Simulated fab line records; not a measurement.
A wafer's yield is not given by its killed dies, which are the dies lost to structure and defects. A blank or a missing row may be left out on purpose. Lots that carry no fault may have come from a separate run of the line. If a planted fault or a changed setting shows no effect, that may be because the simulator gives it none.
Problem report in the 8D (eight disciplines) form, filled by code	flow n5-finfet	the parts of the form that need people (team, actions taken, sign-off) are left out

== 1. WHAT IS WRONG ==
thk-nm at N5_SD_EPI_N_EPI_MEAS_23 reads a mean of 52.9 nm on 2 wafers of 2 lots; wafers without a fault read 59.1 nm with a standard deviation of 1.1. That is -5.7 standard deviations from the usual mean.
Seen first at day 7 00:36 on film-metro-01, wafer L154.6. At this step, 31 wafers from 11 lots have a number in the record. The rule behind "out" and "out of limits": a value lying over 4 standard deviations away from the usual mean. The other wafers with a number count as sound.

== 2. WHAT IT IS; WHAT IT IS NOT ==
question	is	is not
which readings at this step	thk-nm	-
which lots	L154, L156	L139, L140, L142, L145, L146, L147, L149, L150, L151
which wafers of those lots	L154.6, L156.1	L154.4, L156.4
read on which gauges	film-metro-01	film-metro-02
when	from day 7 00:36	up to then (28 sound wafers); but 1 sound wafer of L156 came after

== 3. THE SUSPECTS, EACH WITH WHAT RULES IT OUT ==
Counting: if a tool at a process step up to the reading ran every lot that is out, it stays a suspect. Sound lots after the first of them don't rule it out here, since some wafers of a struck lot are sound.
- the gauge at N5_SD_EPI_N_EPI_MEAS_23: kept. All the wafers that are out were read on film-metro-01, and no step on other tools shows them out.
- ald-sin-04 at N5_SPACER0_ALD_00 (deposits SiOCN, target thk 3.5 nm, pulse time 3 s, purge time 2 s): kept. It processed each lot that is out (first: L154, day 6 20:25); up to then, its last sound lot is L150 (day 6 03:36).
- epi-rpcvd-03 at N5_SD_EPI_N_EPI_21 (deposits Si:P, time 690 s): kept. It processed each lot that is out (first: L154, day 6 23:43); up to then, its last sound lot is L150 (day 6 06:46).
After the count, these remain: ald-sin-04 at N5_SPACER0_ALD_00, epi-rpcvd-03 at N5_SD_EPI_N_EPI_21 and film-metro-01 at N5_SD_EPI_N_EPI_MEAS_23.

== 4. THE CAUSE (what the simulator had put in) ==
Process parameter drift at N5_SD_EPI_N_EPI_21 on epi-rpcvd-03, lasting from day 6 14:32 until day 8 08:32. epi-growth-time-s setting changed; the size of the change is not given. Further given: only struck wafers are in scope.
Of the 3 suspects that counting leaves, this tool is one.

== 5. THE CHAIN OF EFFECTS, in route order ==
Each row: a reading where the mean over the struck wafers with a number is more than 3 standard deviations away from the usual. Only readings whose record carries a usual standard deviation are examined. hours: median over the lots of the time between each lot's start at the first step of this table that gives one and its start at this step. sigmas: the change, counted in usual standard deviations.
hours	step	reading	usual	on struck wafers	change	sigmas
0	N5_SD_EPI_N_EPI_MEAS_23	thk-nm	59.1 nm	52.9	-6.2	-5.7

== 6. WHAT WOULD HAVE CAUGHT IT SOONER ==
In this record the first reading out of limits at a measuring or inspecting step was taken at day 7 00:36, 10 hours after the fault began at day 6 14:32.
Of the tool readings at N5_SD_EPI_N_EPI_21 for which the record gives a usual standard deviation, none was out on any struck wafer, so an alarm limit of 4 standard deviations on them would not have fired.
Of the lots that are out (2), L156 began N5_SD_EPI_N_EPI_21 on epi-rpcvd-03 after day 7 00:36. A hold on the tool at that time would have spared it.
